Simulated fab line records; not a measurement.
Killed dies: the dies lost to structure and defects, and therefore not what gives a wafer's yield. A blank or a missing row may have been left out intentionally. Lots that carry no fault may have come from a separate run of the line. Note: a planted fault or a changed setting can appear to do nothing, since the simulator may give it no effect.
Chamber matching ; flow nand harc ; NHARC_A_STAIRCASE_ETCH_190 on rie diel-13 has 3 sister chambers
The step etches the open film in C4F8/O2, target depth 100 nm, time 40.5 s. 3 wafers are shown with their chamber, then 6 later ones without.

## EACH WAFER AND ITS CHAMBER
wafer;chamber;rf vpp V (V)
L337.2;1;903
L341.2;0;895
L341.3;2;890

## WAFERS MISSING THEIR CHAMBER
wafer;rf vpp V (V)
L341.5;895
L340.3;889
L340.5;894
L342.2;888
L342.3;903
L342.5;890

## WHICH CHAMBER EACH ONE RAN IN
wafer;from the rows above;in truth
L341.5;0;0
L340.3;2;2
L340.5;0;0
L342.2;2;2
L342.3;1;1
L342.5;2;2
6 of 6 placed correctly. Can't be placed from these rows: 0. Placed wrongly: 0.
How it was worked out, from the rows above alone: a wafer's distance from a chamber is the root of the sum, over the readings, of the square of ((its reading less the chamber's mean) divided by the reading's scatter). If the next closest chamber is less than 2 further off than the closest, the wafer can't be placed; otherwise it belongs to the closest. Each chamber's mean is taken over the wafers shown for it. The scatter: with one shown wafer a chamber, the root of the mean of the squares of how far each hidden wafer lies from its nearest shown one.
